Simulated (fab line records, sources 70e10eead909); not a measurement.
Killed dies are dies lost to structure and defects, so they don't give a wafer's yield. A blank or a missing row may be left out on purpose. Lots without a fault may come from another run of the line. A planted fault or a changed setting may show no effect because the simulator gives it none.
Which tool did it? | flow nand_harc | 12 lots, 36 wafers sampled, at 5 steps of a route of 1159

WHAT THE GAUGES READ, wafer by wafer
NHARC_END_SORT_01.
lot  | measured     | on        | defect_limited_yield (%) | killed_at_array | killed_at_other | killed_at_periphery | killed_dies | killed_open | killed_short | sort_bin_2_pct (%) | sort_bin_3_pct (%) | sort_bin_4_pct (%) | sort_n_pass | sort_rim_yield_pct (%) | sort_yield_pct (%)
L464 | day 20 21:31 | prober-02 | 93.2 93.8 95.9           | 33 35 23        | 6 6 1           | 7 1 4               | 46 42 28    | 6 3 0       | 0 2 1        | 2.2 2.4 1.0        | 0.44 0.44 0.30     | 4.1 3.4 2.8        | 631 635 649 | 97.2 99.1 96.2         | 93.2 93.8 95.9
L465 | day 22 01:18 | prober-01 | 20.4 18.6 20.2           | 537 543 539     | 2 3 0           | 0 5 1               | 539 551 540 | 0 0 1       | 0 0 0        | 32.8 32.8 36.6     | 6.94 8.42 6.65     | 39.9 40.2 36.5     | 138 126 137 | 25.5 28.3 28.3         | 20.4 18.6 20.2
L468 | day 22 09:44 | prober-02 | 20.2 19.9 21.6           | 538 540 530     | 0 0 0           | 2 2 1               | 540 542 531 | 2 1 2       | 0 1 1        | 30.0 36.9 36.3     | 9.16 6.06 7.98     | 40.6 37.1 34.1     | 137 135 146 | 17.9 21.7 17.9         | 20.2 19.9 21.6
L471 | day 22 21:36 | prober-01 | 94.5                     | 29              | 2               | 6                   | 37          | 4           | 1            | 1.9                | 0.44               | 3.1                | 640         | 97.2                   | 94.5

WHICH TOOL RAN EACH LOT (tool, then ch and the chambers of the sampled wafers, then the start)
lot  | NHARC_A_M0_ECD_22              | NHARC_THIN_TSV_CMP_01         | NHARC_THIN_TSV_STRIP_45              | NHARC_THIN_TSV_CMP_21
L456 | ecd_cu-01 ch 0,1, day 17 06:35 | cmp-03 ch 0,3, day 18 04:41   | plasma_asher-01 ch 0,1, day 18 06:58 | cmp-04 ch 0,3, day 18 10:33
L458 | ecd_cu-02 ch 0,1, day 17 22:46 | cmp-04 ch 2,3, day 18 19:35   | plasma_asher-01 ch 0,1, day 18 22:02 | cmp-03 ch 0,1,3, day 19 01:16
L457 | ecd_cu-02 ch 0,1, day 17 23:38 | cmp-03 ch 0,2,3, day 19 02:25 | plasma_asher-02 ch 0,1, day 19 04:49 | cmp-03 ch 1,2,3, day 19 08:09
L460 | ecd_cu-01 ch 0,1, day 18 06:51 | cmp-03 ch 0,1, day 19 09:13   | plasma_asher-01 ch 0,1, day 19 11:34 | cmp-03 ch 1,2, day 19 14:52
L461 | ecd_cu-02 ch 0,1, day 18 12:25 | cmp-02 ch 1,2,3, day 19 10:26 | plasma_asher-01 ch 0,1, day 19 12:45 | cmp-03 ch 0,1,3, day 19 16:06
L464 | ecd_cu-01 ch 1, day 19 04:50   | cmp-03 ch 0,2,3, day 20 03:18 | plasma_asher-02 ch 1, day 20 05:30   | cmp-04 ch 0,1,3, day 20 08:47
L465 | ecd_cu-01 ch 0,1, day 20 04:20 | cmp-04 ch 0,3, day 21 09:03   | plasma_asher-01 ch 0,1, day 21 11:17 | cmp-03 ch 0,1,2, day 21 14:43
L468 | ecd_cu-01 ch 0,1, day 20 17:25 | cmp-02 ch 0,3, day 21 16:09   | plasma_asher-02 ch 0,1, day 21 18:31 | cmp-02 ch 0,2, day 21 21:48
L471 | ecd_cu-02 ch 0, day 21 05:41   | cmp-03 ch 0,1,2, day 22 03:05 | plasma_asher-02 ch 0,1, day 22 05:20 | cmp-03 ch 1,3, day 22 08:35
L473 | ecd_cu-02 ch 0,1, day 21 18:16 | cmp-04 ch 0,3, day 22 16:41   | plasma_asher-02 ch 0,1, day 22 19:12 | cmp-03 ch 2,3, day 22 22:32
L475 | ecd_cu-02 ch 0,1, day 22 11:57 | cmp-02 ch 0,1,3, day 23 12:10 | plasma_asher-01 ch 0,1, day 23 14:46 | cmp-04 ch 0,1,2, day 23 18:02
L478 | ecd_cu-02 ch 0,1, day 23 01:25 | cmp-03 ch 0,1, day 24 00:47   | plasma_asher-01 ch 0,1, day 24 03:16 | cmp-04 ch 0,1, day 24 06:32
- NHARC_A_M0_ECD_22: material Cu, target thk 400 nm.
- NHARC_THIN_TSV_CMP_01: polishes.
- NHARC_THIN_TSV_STRIP_45: strips in O2.
- NHARC_THIN_TSV_CMP_21: polishes, t overpolish 30 s, target thk 2000 nm.

WHAT THE TOOLS THEMSELVES READ (means of the sampled wafers that have a number; where no wafer has one, the mark that the record gives instead)
NHARC_THIN_TSV_CMP_01.
lot  | tool   | edge_zone_pressure_frac | motor_current_A (A) | retaining_ring_pressure_frac
L456 | cmp-03 | 1.002                   | 11.4                | 0.997
L458 | cmp-04 | 0.996                   | 11.5                | 1.001
L457 | cmp-03 | 0.996                   | 12.7                | 1.001
L460 | cmp-03 | 1.007                   | 12.9                | 1.000
L461 | cmp-02 | 1.002                   | 10.9                | 0.997
L464 | cmp-03 | 0.997                   | 12.5                | 0.993
L465 | cmp-04 | 1.003                   | 11.4                | 0.995
L468 | cmp-02 | 1.003                   | 11.4                | 1.002
L471 | cmp-03 | 0.997                   | 13.8                | 0.999
L473 | cmp-04 | 0.995                   | 11.6                | 1.000
L475 | cmp-02 | 1.001                   | 11.1                | 1.001
L478 | cmp-03 | 1.001                   | 13.5                | 1.000

NHARC_THIN_TSV_STRIP_45.
lot  | tool            | drypump_motor_current_A (A) | heater_power_w (W)
L456 | plasma_asher-01 | 5.35                        | 311
L458 | plasma_asher-01 | 5.35                        | 314
L457 | plasma_asher-02 | 5.87                        | 288
L460 | plasma_asher-01 | 5.33                        | 318
L461 | plasma_asher-01 | 5.53                        | 319
L464 | plasma_asher-02 | 5.68                        | 305
L465 | plasma_asher-01 | 5.36                        | 309
L468 | plasma_asher-02 | 5.88                        | 295
L471 | plasma_asher-02 | 5.76                        | 298
L473 | plasma_asher-02 | 5.78                        | 295
L475 | plasma_asher-01 | 5.51                        | 312
L478 | plasma_asher-01 | 5.34                        | 309

NHARC_THIN_TSV_CMP_21.
lot  | tool   | edge_zone_pressure_frac | motor_current_A (A) | overpolish_run_s (s) | retaining_ring_pressure_frac
L456 | cmp-04 | 0.998                   | 11.5                | 30.001               | 0.994
L458 | cmp-03 | 1.001                   | 12.6                | 30.003               | 1.004
L457 | cmp-03 | 0.998                   | 14.1                | 30.000               | 0.998
L460 | cmp-03 | 0.997                   | 14.6                | 29.997               | 0.999
L461 | cmp-03 | 1.002                   | 12.8                | 30.003               | 1.005
L464 | cmp-04 | 0.999                   | 11.8                | 29.994               | 0.999
L465 | cmp-03 | 1.002                   | 13.5                | 29.998               | 0.998
L468 | cmp-02 | 0.998                   | 10.7                | 30.004               | 1.001
L471 | cmp-03 | 1.003                   | 13.1                | 29.996               | 0.996
L473 | cmp-03 | 0.995                   | 12.9                | 30.008               | 0.999
L475 | cmp-04 | 0.998                   | 11.9                | 30.008               | 0.999
L478 | cmp-04 | 0.994                   | 12.0                | 30.001               | 1.003

THE ANSWER, worked out from the rows above alone
Rule: what is usual is taken from the lots themselves. Put in order of their means at a reading, lots are off if they are a third of the lots or fewer, leave a main group of 4 or more, and stand apart from it by a gap of 3 or more times the standard deviation of the main group's means; of several such gaps the widest counts. A main group whose means are all the same, to the digits that the tables above print for the reading, isn't used. A lot without any number at a reading at which 4 lots or more have one is off too. The other lots that the step has rows for count as sound. The gauges are gone through in route order, then the tools' own readings, and for those a lot's mean is taken as printed above. The first step at which some lot is off is used, and at that step the reading that is off furthest; a lot without a number counts as furthest.
No lot is off at any reading shown: from this, nothing can be told.

WHAT THE SIMULATOR HAD PUT IN
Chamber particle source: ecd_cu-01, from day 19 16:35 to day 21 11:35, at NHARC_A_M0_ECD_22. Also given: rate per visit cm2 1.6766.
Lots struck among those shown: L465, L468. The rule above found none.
